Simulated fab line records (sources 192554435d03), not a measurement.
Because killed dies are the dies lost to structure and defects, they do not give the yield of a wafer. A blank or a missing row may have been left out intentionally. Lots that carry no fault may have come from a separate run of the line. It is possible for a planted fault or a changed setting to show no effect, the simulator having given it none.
fab line records	flow n5-finfet
record: lots: 12	wafers: 35	last-day: 19
route steps=1938 shown BEOL_M5@1182 BEOL_M6@1204 PASSIVATION@1936
lots that met no fault: taken from a fault-free run of the same line
start-h: the number of hours between the record's first day and the start of the first shown wafer of the lot	wait-h: how many hours have passed since the lot's step before this one	" the same as in the row above	L1.1+2: one row covering several wafers at once	- value missing, or start not given	* or withheld: withheld	< > ~ a bound
route shown NAME@n: NAME is a module with steps in the file, n the number in the route of the first one	usual: mean and standard deviation over wafers with no fault	same: alike in all rows	chamber/n: place in a boat	sites: per-site readings	_std_site: standard deviation across them	_edge_site: the outer-site mean with the inner-site mean subtracted	radius-mm: for every site, how far away it sits from the centre of the wafer	mask NAME#n: copy n	behind: the tool/chamber that last shaped the wafer	hold: why the lot went on hold/how many hours it stayed there/how the hold came to an end	device: names the non-switching transistor (n, p or np)	end of line: the route-end tests of the same wafers	a step with no rows: only its recipe	killed: the dies lost at the first sort to structure and to defects; this is not the yield of the wafer	map: the dies of a wafer, with x for killed, . for not killed, _ for no die there
set.NAME: the run value of the setting; set.NAME@STEP: its run value at that earlier step	model.NAME: the simulator's own value behind a step, which no gauge read
one table for each step of the route and one row for each wafer, over a sample of lots
services: the hour from which a tool's chamber was out of use, counted from the record's first day as start-h (under 0 if before that day), plus the number of hours and why
== steps ==
step: N5_BEOL_M5_ANNEAL_89
recipe: temp-c: 400	time-s: 1800	ambient: vacuum
usual: heater-power-w: 863/110	susceptor-temp-C: 399.99/0.2	susceptor_temp_C_max: 400.8/0.37
lot.wafer	tool	chamber	start-h	wait-h	heater-power-w	susceptor-temp-C	susceptor_temp_C_max
L502.2	pvd-sputter-02	-	215.04	0.0	756	400.08	400.9
L502.3	"	-	"	"	861	400.12	400.9
L502.5	"	-	"	"	1040	399.96	400.4
L503.1	pvd-sputter-01	-	217.28	0.0	997	399.89	400.7
L503.2	"	-	"	"	784	400.02	400.9
L503.6	"	-	"	"	805	399.80	400.7
L504.2	pvd-sputter-02	-	225.72	0.0	717	399.94	400.6
L504.6	"	-	"	"	724	399.84	400.8
L506.1	pvd-sputter-02	-	251.11	0.0	846	399.66	400.5
L506.3	"	-	"	"	736	399.68	400.3
L506.6	"	-	"	"	842	399.94	400.5
L508.1	pvd-sputter-03	-	252.12	0.0	835	399.77	401.6
L508.2	"	-	"	"	773	399.92	400.8
L508.5	"	-	"	"	873	399.98	400.5
L509.1	pvd-sputter-02	-	256.48	0.0	729	399.85	400.6
L509.2	"	-	"	"	1026	399.73	400.1
L509.6	"	-	"	"	836	400.16	400.8
L510.1	pvd-sputter-01	-	259.33	0.0	890	399.50	400.1
L510.2	"	-	"	"	974	400.06	400.8
L510.3	"	-	"	"	800	400.36	401.5
L511.1	pvd-sputter-02	-	263.15	0.0	1060	400.00	400.7
L511.5	"	-	"	"	737	400.02	400.9
L511.6	"	-	"	"	1014	400.24	400.9
L517.1	pvd-sputter-02	-	315.82	0.0	724	400.07	400.7
L517.3	"	-	"	"	847	400.01	400.9
L517.5	"	-	"	"	726	400.01	400.6
L522.1	pvd-sputter-03	-	329.30	0.0	823	400.23	401.5
L522.4	"	-	"	"	839	400.05	401.4
L522.6	"	-	"	"	760	400.00	401.6
L523.1	pvd-sputter-03	-	354.79	0.0	822	399.90	401.8
L523.3	"	-	"	"	769	399.67	401.5
L523.4	"	-	"	"	776	400.12	400.9
L524.1	pvd-sputter-01	-	357.21	0.0	950	399.78	400.4
L524.3	"	-	"	"	909	399.80	400.2
L524.6	"	-	"	"	803	400.06	401.0
step: N5_BEOL_M5_ANNEAL_51
recipe: temp-c: 225	time-s: 90	ambient: N2
usual: anneal-temp-c: 224.98/0.18	wafer_temp_C_max: 226.22/0.28
lot.wafer	tool	chamber	start-h	wait-h	anneal-temp-c	wafer_temp_C_max
L502.2	rtp-anneal-01	0	216.29	0.1	224.83	226.79
L502.3	"	0	"	"	225.02	226.70
L502.5	"	0	"	"	224.89	226.57
L503.1	rtp-anneal-01	0	218.96	0.5	225.11	226.13
L503.2	"	0	"	"	225.20	225.74
L503.6	"	0	"	"	225.25	226.81
L504.2	rtp-anneal-02	0	226.97	0.1	225.00	226.43
L504.6	"	0	"	"	224.65	226.22
L506.1	rtp-anneal-02	0	252.32	0.1	225.09	226.14
L506.3	"	0	"	"	224.95	225.96
L506.6	"	0	"	"	225.07	226.35
L508.1	rtp-anneal-01	0	253.32	0.1	224.83	226.41
L508.2	"	0	"	"	225.06	226.52
L508.5	"	0	"	"	225.17	225.77
L509.1	rtp-anneal-02	0	257.69	0.1	224.99	225.97
L509.2	"	0	"	"	224.89	225.91
L509.6	"	0	"	"	224.94	226.63
L510.1	rtp-anneal-02	0	260.54	0.1	224.86	226.20
L510.2	"	0	"	"	224.86	226.44
L510.3	"	0	"	"	224.64	226.29
L511.1	rtp-anneal-01	0	264.87	0.6	225.08	226.27
L511.5	"	0	"	"	224.93	226.50
L511.6	"	0	"	"	224.96	226.42
L517.1	rtp-anneal-02	0	317.32	0.3	225.07	226.14
L517.3	"	0	"	"	224.94	227.11
L517.5	"	0	"	"	224.94	225.58
L522.1	rtp-anneal-01	0	330.81	0.4	225.07	225.89
L522.4	"	0	"	"	225.07	225.73
L522.6	"	0	"	"	225.20	226.17
L523.1	rtp-anneal-02	0	356.05	0.1	225.00	226.18
L523.3	"	0	"	"	225.07	226.23
L523.4	"	0	"	"	225.19	225.82
L524.1	rtp-anneal-02	0	358.42	0.1	224.97	226.29
L524.3	"	0	"	"	225.06	226.17
L524.6	"	0	"	"	224.79	226.16
step: N5_BEOL_M6_EXPOSE_08
recipe: mask-id: M6	na: 1.35	source-shape: dipole	sigma-inner: 0.817	sigma-outer: 0.97	polarization: te	dose-mj: 68.25
lot.wafer	tool	chamber	start-h	wait-h	mask
L502.2+3+5	arfi-scanner-03	0	218.66	-	M6#0
L503.1+2+6	arfi-scanner-01	0	221.63	-	M6#0
L504.2+6	arfi-scanner-01	0	229.35	-	M6#0
L506.1+3+6	arfi-scanner-01	0	255.67	-	M6#0
L508.1+2+5	arfi-scanner-01	0	255.99	-	M6#0
L509.1+2+6	arfi-scanner-01	0	261.02	-	M6#0
L510.1+2+3	arfi-scanner-03	0	263.61	-	M6#0
L511.1+5+6	arfi-scanner-03	0	268.13	-	M6#0
L517.1+3+5	arfi-scanner-03	0	320.02	-	M6#0
L522.1+4+6	arfi-scanner-03	0	334.06	-	M6#0
L523.1+3+4	arfi-scanner-01	0	359.78	-	M6#0
L524.1+3+6	arfi-scanner-01	0	361.16	-	M6#0
step: N5_BEOL_M6_OVL_MEAS_12
recipe: points-per-wafer: 44
usual: M6_OVL: -0.1/0.75
lot.wafer	tool	chamber	start-h	wait-h	M6_OVL[nm]
L502.2	overlay-02	0	218.81	0.0	0.0
L502.3	"	0	"	"	-0.1
L502.5	"	0	"	"	0.1
L503.1	overlay-01	0	221.79	0.0	-0.5
L503.2	"	0	"	"	-0.9
L503.6	"	0	"	"	-0.6
L504.2	overlay-02	0	229.51	0.0	1.1
L504.6	"	0	"	"	1.9
L506.1	overlay-02	0	255.83	0.0	0.0
L506.3	"	0	"	"	1.4
L506.6	"	0	"	"	0.9
L508.1	overlay-01	0	256.14	0.0	-0.7
L508.2	"	0	"	"	-2.1
L508.5	"	0	"	"	-1.8
L509.1	overlay-01	0	261.18	0.0	1.1
L509.2	"	0	"	"	1.0
L509.6	"	0	"	"	0.2
L510.1	overlay-02	0	263.77	0.0	-0.1
L510.2	"	0	"	"	-0.4
L510.3	"	0	"	"	-0.5
L511.1	overlay-02	0	268.28	0.0	0.9
L511.5	"	0	"	"	0.8
L511.6	"	0	"	"	0.3
L517.1	overlay-02	0	320.18	0.0	11.7
L517.3	"	0	"	"	11.2
L517.5	"	0	"	"	11.3
L522.1	overlay-01	0	334.22	0.0	13.1
L522.4	"	0	"	"	13.0
L522.6	"	0	"	"	12.7
L523.1	overlay-01	0	359.94	0.0	-0.4
L523.3	"	0	"	"	-0.3
L523.4	"	0	"	"	-0.4
L524.1	overlay-01	0	361.32	0.0	-1.1
L524.3	"	0	"	"	-0.5
L524.6	"	0	"	"	-0.7
step: N5_BEOL_M6_CD_MEAS_18
recipe: pitch-nm: 80	target-cd-nm: 40
usual: cd-nm: 39.8/0.5
lot.wafer	tool	chamber	start-h	wait-h	cd-nm
L502.2	cd-sem-02	-	219.33	0.1	39.5
L502.3	"	-	"	"	40.7
L502.5	"	-	"	"	39.9
L503.1	cd-sem-02	-	222.30	0.0	39.4
L503.2	"	-	"	"	40.1
L503.6	"	-	"	"	40.0
L504.2	cd-sem-02	-	230.28	0.1	40.1
L504.6	"	-	"	"	39.0
L506.1	cd-sem-03	-	256.45	0.0	40.1
L506.3	"	-	"	"	40.4
L506.6	"	-	"	"	39.6
L508.1	cd-sem-03	-	256.87	0.0	39.8
L508.2	"	-	"	"	40.3
L508.5	"	-	"	"	40.1
L509.1	cd-sem-02	-	261.85	0.0	38.8
L509.2	"	-	"	"	40.0
L509.6	"	-	"	"	39.7
L510.1	cd-sem-01	-	264.29	0.0	39.2
L510.2	"	-	"	"	38.5
L510.3	"	-	"	"	39.3
L511.1	cd-sem-03	-	268.80	0.0	39.7
L511.5	"	-	"	"	39.8
L511.6	"	-	"	"	39.3
L517.1	cd-sem-02	-	320.74	0.0	40.3
L517.3	"	-	"	"	40.0
L517.5	"	-	"	"	39.7
L522.1	cd-sem-01	-	335.11	0.0	39.8
L522.4	"	-	"	"	39.7
L522.6	"	-	"	"	39.8
L523.1	cd-sem-03	-	360.47	0.0	38.5
L523.3	"	-	"	"	39.7
L523.4	"	-	"	"	39.6
L524.1	cd-sem-03	-	361.88	0.0	40.0
L524.3	"	-	"	"	39.2
L524.6	"	-	"	"	39.3
step: N5_PASSIVATION_PROBE_49
usual: defect-limited-yield: 91.6/1.4	killed_at_M0_to_M3: 33/10	killed_at_M4_up: 13/5.3	killed-at-contacts: 13/5.9	killed-at-front-end: 36/12	killed-at-other: 4/3.1	killed-dies: 99/16	killed-open: 65/13	killed-short: 32/7.3	sort_bin_5_function: 4.9/0.9	sort_bin_6_memory: 3.1/0.66	sort_bin_8_speed: 0.0/0.42	sort-n-pass: 1081/17	sort-yield-pct: 91.6/1.4
same: gross-dies: 1180	killed-at-back-side: 0	sort_bin_4_leakage[%]: 0
lot.wafer	tool	chamber	start-h	wait-h	defect-limited-yield[%]	killed_at_M0_to_M3	killed_at_M4_up	killed-at-contacts	killed-at-front-end	killed-at-other	killed-dies	killed-open	killed-short	sort_bin_5_function[%]	sort_bin_6_memory[%]	sort_bin_8_speed[%]	sort-n-pass	sort-yield-pct[%]
L522.1	prober-02	-	433.72	0.0	93.1	39	13	7	20	2	81	53	25	4.0	2.6	0	1099	93.1
killed by level:class
L522.1 BEOL_M0_SAQP:geometric-particle:open=11 BEOL_M0_SAQP:geometric-particle:short=11 FIN_SAQP:geometric-particle:open=7 MOL_CONTACT_COAG:geometric-particle:open=7 DUMMY_GATE:geometric-particle:open=5 BEOL_M4:geometric-particle:open=5 BEOL_M3:geometric-particle:open=4 FIN_SAQP:geometric-particle:short=3
== services ==
tool	chamber	start-h	hours	kind
arfi-scanner-01	0	196.65	-	calibration
arfi-scanner-03	-	204.72	1.3	pm
arfi-scanner-01	-	210.01	0.8	pm
arfi-scanner-01	-	226.22	1.0	pm
arfi-scanner-03	0	230.76	-	calibration
arfi-scanner-03	-	255.51	1.0	pm
arfi-scanner-01	-	261.73	1.3	pm
arfi-scanner-03	-	280.58	0.8	pm
arfi-scanner-01	-	282.22	3.9	pm
arfi-scanner-01	-	312.18	3.1	pm
arfi-scanner-03	-	314.04	1.0	pm
arfi-scanner-03	-	318.75	0.7	repair
arfi-scanner-03	-	330.22	1.3	pm
arfi-scanner-01	-	348.25	1.0	pm
arfi-scanner-01	0	356.90	-	calibration
== key ==
first-sign: step: N5_BEOL_M6_OVL_MEAS_12	reading: M6_OVL	direction: up	sigmas: 16	usual: -0.1	struck: 12.2
effect none on later readings
met-at N5_BEOL_M6_EXPOSE_08
struck-lots L517,L522
not-acting-at N5_BEOL_M5_ANNEAL_89,N5_BEOL_M5_ANNEAL_51,N5_BEOL_M6_CD_MEAS_18
onset-between 268.13 320.02
fault: kind: scanner-matching-overlay	tool: arfi-scanner-03	chamber: -	onset-h: 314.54	steps: N5_BEOL_M6_EXPOSE_08	offset: 12.284
